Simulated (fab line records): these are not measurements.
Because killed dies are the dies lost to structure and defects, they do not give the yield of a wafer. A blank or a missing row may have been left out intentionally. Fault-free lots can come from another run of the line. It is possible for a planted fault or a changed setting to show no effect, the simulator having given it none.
The tool behind it: which one? / flow n5 finfet / 9 lots, 26 wafers sampled, at 5 steps of a route of 1938

== WHAT THE GAUGES READ, wafer by wafer ==
N5_BEOL_M4_RC_MEAS_101. Usual: DIBL_N 36.5 mV/V, standard deviation 1.4; DIBL_P 36.5 mV/V, standard deviation 1.6; IOFF_N 0.163 nA/um, standard deviation 0.022; IOFF_P 0.219 nA/um, standard deviation 0.029; ION_N 675 uA/um, standard deviation 8.3; ION_P 464 uA/um, standard deviation 6.2; SS_N 71.5 mV/dec, standard deviation 0.52; SS_P 73.4 mV/dec, standard deviation 0.57; VT_N 249.7 mV, standard deviation 2.6; VT_P -250 mV, standard deviation 3.
lot=L370; measured=day 8 15:29; on=prober-01; DIBL_N (mV/V)=37.4 34.2 36.5; DIBL_P (mV/V)=38.1 34.8 38.0; IOFF_N (nA/um)=0.189 0.134 0.174; IOFF_P (nA/um)=0.216 0.174 0.213; ION_N (uA/um)=673 666 676; ION_P (uA/um)=455 453 461; SS_N (mV/dec)=72.7 71.4 72.3; SS_P (mV/dec)=73.7 73.3 73.4; VT_N (mV)=247.7 251.4 250.6; VT_P (mV)=-251 -255 -251; flag=
lot=L375; measured=day 9 21:19; on=prober-01; DIBL_N (mV/V)=36.9 35.8; DIBL_P (mV/V)=36.2 35.2; IOFF_N (nA/um)=0.172 0.154; IOFF_P (nA/um)=0.197 0.188; ION_N (uA/um)=666 666; ION_P (uA/um)=454 454; SS_N (mV/dec)=72.1 70.6; SS_P (mV/dec)=73.3 73.4; VT_N (mV)=251.5 250.5; VT_P (mV)=-250 -251; flag=
lot=L382; measured=day 11 18:43; on=prober-02; DIBL_N (mV/V)=34.4 35.7 35.8; DIBL_P (mV/V)=35.2 37.0 36.9; IOFF_N (nA/um)=0.136 0.159 0.158; IOFF_P (nA/um)=0.204 0.217 0.223; ION_N (uA/um)=666 682 670; ION_P (uA/um)=464 461 466; SS_N (mV/dec)=71.6 71.2 71.7; SS_P (mV/dec)=73.7 73.5 73.5; VT_N (mV)=253.6 253.2 249.6; VT_P (mV)=-250 -250 -249; flag=
lot=L385; measured=day 12 07:55; on=prober-02; DIBL_N (mV/V)=37.0 37.5 37.3; DIBL_P (mV/V)=38.0 37.7 37.9; IOFF_N (nA/um)=0.185 0.187 0.180; IOFF_P (nA/um)=0.256 0.247 0.249; ION_N (uA/um)=686 677 680; ION_P (uA/um)=470 460 467; SS_N (mV/dec)=71.1 72.3 71.8; SS_P (mV/dec)=73.8 73.7 73.4; VT_N (mV)=248.4 250.2 248.8; VT_P (mV)=-249 -247 -246; flag=
lot=L383; measured=day 12 15:24; on=prober-01; DIBL_N (mV/V)=38.6 38.1 38.4; DIBL_P (mV/V)=37.1 36.5 36.5; IOFF_N (nA/um)=0.181 0.173 0.177; IOFF_P (nA/um)=0.226 0.205 0.205; ION_N (uA/um)=682 678 665; ION_P (uA/um)=462 456 450; SS_N (mV/dec)=72.3 72.3 71.2; SS_P (mV/dec)=73.7 73.7 73.2; VT_N (mV)=246.5 248.6 249.0; VT_P (mV)=-251 -253 -254; flag=
lot=L386; measured=day 12 19:00; on=prober-01; DIBL_N (mV/V)=37.9 38.4 39.1; DIBL_P (mV/V)=38.8 39.5 39.8; IOFF_N (nA/um)=0.177 0.187 0.197; IOFF_P (nA/um)=0.227 0.243 0.247; ION_N (uA/um)=684 682 685; ION_P (uA/um)=464 465 468; SS_N (mV/dec)=71.6 71.8 71.8; SS_P (mV/dec)=73.8 74.3 74.1; VT_N (mV)=247.7 247.3 247.4; VT_P (mV)=-250 -249 -246; flag=
lot=L389; measured=day 13 10:22; on=prober-01; DIBL_N (mV/V)=35.9 34.6 36.0; DIBL_P (mV/V)=37.2 35.2 37.6; IOFF_N (nA/um)=0.158 0.136 0.166; IOFF_P (nA/um)=0.203 0.166 0.203; ION_N (uA/um)=675 668 682; ION_P (uA/um)=467 458 463; SS_N (mV/dec)=71.4 70.9 71.8; SS_P (mV/dec)=73.2 73.3 73.5; VT_N (mV)=251.6 251.9 249.8; VT_P (mV)=-253 -258 -252; flag=
lot=L390; measured=day 13 22:22; on=prober-02; DIBL_N (mV/V)=35.7 33.3 35.0; DIBL_P (mV/V)=37.9 34.6 36.6; IOFF_N (nA/um)=0.170 0.127 0.151; IOFF_P (nA/um)=0.230 0.184 0.217; ION_N (uA/um)=681 675 675; ION_P (uA/um)=472 467 465; SS_N (mV/dec)=72.5 71.0 71.1; SS_P (mV/dec)=73.4 72.6 73.3; VT_N (mV)=250.1 252.1 250.0; VT_P (mV)=-248 -251 -249; flag=
lot=L391; measured=day 14 04:43; on=prober-02; DIBL_N (mV/V)=36.6 37.2 34.9; DIBL_P (mV/V)=35.7 36.7 33.8; IOFF_N (nA/um)=0.149 0.164 0.132; IOFF_P (nA/um)=0.218 0.243 0.196; ION_N (uA/um)=661 665 667; ION_P (uA/um)=460 458 467; SS_N (mV/dec)=71.8 72.8 71.7; SS_P (mV/dec)=73.4 73.9 72.7; VT_N (mV)=251.6 250.0 254.0; VT_P (mV)=-250 -248 -251; flag=

== TOOL THAT RAN EACH LOT (tool first, then ch and the chambers of the sampled wafers, then the start) ==
lot=L370; N5_BEOL_M2_TRENCH_ETCH_37=rie diel-02 ch 0,1, day 7 13:52 or earlier; N5_BEOL_M2_STRIP_97=rie diel-02 ch 0,1, day 7 13:52 or earlier; N5_BEOL_M2_ALD_84=ald metal-03 ch 2,3, day 7 13:52; N5_BEOL_M2_SURFACE_TREAT_85=pvd sputter-03, day 7 14:05
lot=L375; N5_BEOL_M2_TRENCH_ETCH_37=rie diel-05 ch 2, day 8 18:49 or earlier; N5_BEOL_M2_STRIP_97=rie diel-05 ch 2, day 8 18:49 or earlier; N5_BEOL_M2_ALD_84=ald metal-03 ch 0,1, day 8 18:49; N5_BEOL_M2_SURFACE_TREAT_85=pvd sputter-02, day 8 19:04
lot=L382; N5_BEOL_M2_TRENCH_ETCH_37=rie diel-01 ch 0,3, day 10 11:59 or earlier; N5_BEOL_M2_STRIP_97=rie diel-01 ch 0,3, day 10 11:59 or earlier; N5_BEOL_M2_ALD_84=ald metal-04 ch 1,3, day 10 11:59; N5_BEOL_M2_SURFACE_TREAT_85=pvd sputter-01, day 10 12:14
lot=L385; N5_BEOL_M2_TRENCH_ETCH_37=rie diel-02 ch 2,3, day 11 07:44 or earlier; N5_BEOL_M2_STRIP_97=rie diel-02 ch 2,3, day 11 07:44 or earlier; N5_BEOL_M2_ALD_84=ald metal-03 ch 0,1,3, day 11 07:44; N5_BEOL_M2_SURFACE_TREAT_85=pvd sputter-01, day 11 08:13
lot=L383; N5_BEOL_M2_TRENCH_ETCH_37=rie diel-05 ch 2,3, day 11 08:28 or earlier; N5_BEOL_M2_STRIP_97=rie diel-05 ch 2,3, day 11 08:28 or earlier; N5_BEOL_M2_ALD_84=ald metal-01 ch 2,3, day 11 08:28; N5_BEOL_M2_SURFACE_TREAT_85=pvd sputter-03, day 11 08:49
lot=L386; N5_BEOL_M2_TRENCH_ETCH_37=rie diel-01 ch 2,3, day 11 08:43 or earlier; N5_BEOL_M2_STRIP_97=rie diel-01 ch 2,3, day 11 08:43 or earlier; N5_BEOL_M2_ALD_84=ald metal-01 ch 0,2, day 11 08:43; N5_BEOL_M2_SURFACE_TREAT_85=pvd sputter-03, day 11 08:57
lot=L389; N5_BEOL_M2_TRENCH_ETCH_37=rie diel-02 ch 0,1,2, day 12 10:25 or earlier; N5_BEOL_M2_STRIP_97=rie diel-02 ch 0,1,2, day 12 10:25 or earlier; N5_BEOL_M2_ALD_84=ald metal-03 ch 1,2, day 12 10:25; N5_BEOL_M2_SURFACE_TREAT_85=pvd sputter-02, day 12 10:43
lot=L390; N5_BEOL_M2_TRENCH_ETCH_37=rie diel-02 ch 0,2,3, day 12 18:30 or earlier; N5_BEOL_M2_STRIP_97=rie diel-02 ch 0,2,3, day 12 18:30 or earlier; N5_BEOL_M2_ALD_84=ald metal-01 ch 0,2,3, day 12 18:30; N5_BEOL_M2_SURFACE_TREAT_85=pvd sputter-02, day 12 18:43
lot=L391; N5_BEOL_M2_TRENCH_ETCH_37=rie diel-02 ch 0,1,2, day 12 21:32 or earlier; N5_BEOL_M2_STRIP_97=rie diel-02 ch 0,1,2, day 12 21:32 or earlier; N5_BEOL_M2_ALD_84=ald metal-04 ch 0,1,2, day 12 21:32; N5_BEOL_M2_SURFACE_TREAT_85=pvd sputter-01, day 12 21:46
- N5_BEOL_M2_TRENCH_ETCH_37: etches SiOC in C4F6/O2, target depth 55.555 nm, time 29.2 s.
- N5_BEOL_M2_STRIP_97: strips in N2/H2, time 10 s.
- N5_BEOL_M2_ALD_84: deposits TaN, pulse time 2 s, purge time 3 s, co reactant purge time 2 s.
- N5_BEOL_M2_SURFACE_TREAT_85

== AS READ BY THE TOOLS THEMSELVES (means over the sampled wafers that have a number; for cases with no such wafer, the mark the record gives instead) ==
N5_BEOL_M2_TRENCH_ETCH_37. Usual: drypump motor current A 5.7 A, standard deviation 0.5; mfc ar sccm 299.9 sccm, standard deviation 0.86; oes_ar_750_au 0.77 a.u., standard deviation 0.084; oes_o_777_au 0.77 a.u., standard deviation 0.083; oes product au 0.77 a.u., standard deviation 0.089; rf vpp V 665 V, standard deviation 4.7; showerhead plenum p Torr 2.80 Torr, standard deviation 0.038; throttle valve pct 20.90 %, standard deviation 0.25.
lot=L370; tool=rie diel-02; drypump motor current A (A)=5.8; mfc ar sccm (sccm)=299.7; oes_ar_750_au (a.u.)=0.77; oes_o_777_au (a.u.)=0.76; oes product au (a.u.)=0.78; rf vpp V (V)=667; showerhead plenum p Torr (Torr)=2.79; throttle valve pct (%)=20.79; flag=
lot=L375; tool=rie diel-05; drypump motor current A (A)=5.2; mfc ar sccm (sccm)=299.4; oes_ar_750_au (a.u.)=0.72; oes_o_777_au (a.u.)=0.72; oes product au (a.u.)=0.72; rf vpp V (V)=666; showerhead plenum p Torr (Torr)=2.72; throttle valve pct (%)=20.91; flag=
lot=L382; tool=rie diel-01; drypump motor current A (A)=5.9; mfc ar sccm (sccm)=301.0; oes_ar_750_au (a.u.)=0.80; oes_o_777_au (a.u.)=0.80; oes product au (a.u.)=0.80; rf vpp V (V)=667; showerhead plenum p Torr (Torr)=2.79; throttle valve pct (%)=20.66; flag=
lot=L385; tool=rie diel-02; drypump motor current A (A)=6.0; mfc ar sccm (sccm)=299.3; oes_ar_750_au (a.u.)=0.73; oes_o_777_au (a.u.)=0.73; oes product au (a.u.)=0.73; rf vpp V (V)=660; showerhead plenum p Torr (Torr)=2.84; throttle valve pct (%)=21.17; flag=
lot=L383; tool=rie diel-05; drypump motor current A (A)=5.6; mfc ar sccm (sccm)=299.9; oes_ar_750_au (a.u.)=0.69; oes_o_777_au (a.u.)=0.69; oes product au (a.u.)=0.69; rf vpp V (V)=664; showerhead plenum p Torr (Torr)=2.77; throttle valve pct (%)=21.21; flag=
lot=L386; tool=rie diel-01; drypump motor current A (A)=5.1; mfc ar sccm (sccm)=299.9; oes_ar_750_au (a.u.)=0.77; oes_o_777_au (a.u.)=0.76; oes product au (a.u.)=0.77; rf vpp V (V)=667; showerhead plenum p Torr (Torr)=2.81; throttle valve pct (%)=21.05; flag=
lot=L389; tool=rie diel-02; drypump motor current A (A)=5.9; mfc ar sccm (sccm)=299.2; oes_ar_750_au (a.u.)=0.72; oes_o_777_au (a.u.)=0.72; oes product au (a.u.)=0.72; rf vpp V (V)=664; showerhead plenum p Torr (Torr)=2.80; throttle valve pct (%)=21.00; flag=
lot=L390; tool=rie diel-02; drypump motor current A (A)=5.9; mfc ar sccm (sccm)=300.6; oes_ar_750_au (a.u.)=0.73; oes_o_777_au (a.u.)=0.73; oes product au (a.u.)=0.74; rf vpp V (V)=663; showerhead plenum p Torr (Torr)=2.81; throttle valve pct (%)=21.05; flag=
lot=L391; tool=rie diel-02; drypump motor current A (A)=5.9; mfc ar sccm (sccm)=299.3; oes_ar_750_au (a.u.)=0.72; oes_o_777_au (a.u.)=0.71; oes product au (a.u.)=0.71; rf vpp V (V)=663; showerhead plenum p Torr (Torr)=2.80; throttle valve pct (%)=21.01; flag=

N5_BEOL_M2_STRIP_97. Usual: drypump motor current A 5.7 A, standard deviation 0.49; oes product au 0.77 a.u., standard deviation 0.089; rf vpp V 59.0 V, standard deviation 0.91; showerhead plenum p Torr 2.50 Torr, standard deviation 0.035; throttle valve pct 23.64 %, standard deviation 0.28.
lot=L370; tool=rie diel-02; drypump motor current A (A)=5.8; oes product au (a.u.)=0.77; rf vpp V (V)=58.4; showerhead plenum p Torr (Torr)=2.48; throttle valve pct (%)=23.50; flag=
lot=L375; tool=rie diel-05; drypump motor current A (A)=5.2; oes product au (a.u.)=0.72; rf vpp V (V)=58.5; showerhead plenum p Torr (Torr)=2.43; throttle valve pct (%)=23.77; flag=
lot=L382; tool=rie diel-01; drypump motor current A (A)=6.0; oes product au (a.u.)=0.80; rf vpp V (V)=59.5; showerhead plenum p Torr (Torr)=2.49; throttle valve pct (%)=23.43; flag=
lot=L385; tool=rie diel-02; drypump motor current A (A)=6.0; oes product au (a.u.)=0.73; rf vpp V (V)=59.9; showerhead plenum p Torr (Torr)=2.53; throttle valve pct (%)=23.89; flag=
lot=L383; tool=rie diel-05; drypump motor current A (A)=5.6; oes product au (a.u.)=0.69; rf vpp V (V)=58.4; showerhead plenum p Torr (Torr)=2.47; throttle valve pct (%)=23.92; flag=
lot=L386; tool=rie diel-01; drypump motor current A (A)=5.1; oes product au (a.u.)=0.77; rf vpp V (V)=58.3; showerhead plenum p Torr (Torr)=2.50; throttle valve pct (%)=23.83; flag=
lot=L389; tool=rie diel-02; drypump motor current A (A)=5.9; oes product au (a.u.)=0.72; rf vpp V (V)=58.2; showerhead plenum p Torr (Torr)=2.50; throttle valve pct (%)=23.73; flag=
lot=L390; tool=rie diel-02; drypump motor current A (A)=5.9; oes product au (a.u.)=0.73; rf vpp V (V)=58.8; showerhead plenum p Torr (Torr)=2.50; throttle valve pct (%)=23.73; flag=
lot=L391; tool=rie diel-02; drypump motor current A (A)=5.9; oes product au (a.u.)=0.72; rf vpp V (V)=59.1; showerhead plenum p Torr (Torr)=2.49; throttle valve pct (%)=23.75; flag=

N5_BEOL_M2_ALD_84. Usual: heater power w 431 W, standard deviation 47; precursor vessel temp c 74.99 C, standard deviation 0.13.
lot=L370; tool=ald metal-03; heater power w (W)=459; precursor vessel temp c (C)=74.97; flag=
lot=L375; tool=ald metal-03; heater power w (W)=396; precursor vessel temp c (C)=75.00; flag=
lot=L382; tool=ald metal-04; heater power w (W)=438; precursor vessel temp c (C)=75.04; flag=
lot=L385; tool=ald metal-03; heater power w (W)=379; precursor vessel temp c (C)=74.87; flag=
lot=L383; tool=ald metal-01; heater power w (W)=433; precursor vessel temp c (C)=75.02; flag=
lot=L386; tool=ald metal-01; heater power w (W)=450; precursor vessel temp c (C)=74.95; flag=
lot=L389; tool=ald metal-03; heater power w (W)=417; precursor vessel temp c (C)=75.08; flag=
lot=L390; tool=ald metal-01; heater power w (W)=427; precursor vessel temp c (C)=75.10; flag=
lot=L391; tool=ald metal-04; heater power w (W)=435; precursor vessel temp c (C)=75.12; flag=

== THE ANSWER, worked out from the rows above alone ==
Rule: lot off if the mean of its wafers having a number is beyond 3 standard deviations from the usual mean. Also off: a lot with no number at a reading for which 4 or more lots have one. Any other lot the step has rows for is counted as sound. Order of review: gauges by route order, followed by the tools' own readings, for which a lot's mean as printed above is used. The first step at which some lot is off is used, and at that step the reading that is off furthest; a lot without a number counts as furthest.
None of the lots is off at any reading shown; this tells nothing.

== WHAT THE SIMULATOR HAD PUT IN ==
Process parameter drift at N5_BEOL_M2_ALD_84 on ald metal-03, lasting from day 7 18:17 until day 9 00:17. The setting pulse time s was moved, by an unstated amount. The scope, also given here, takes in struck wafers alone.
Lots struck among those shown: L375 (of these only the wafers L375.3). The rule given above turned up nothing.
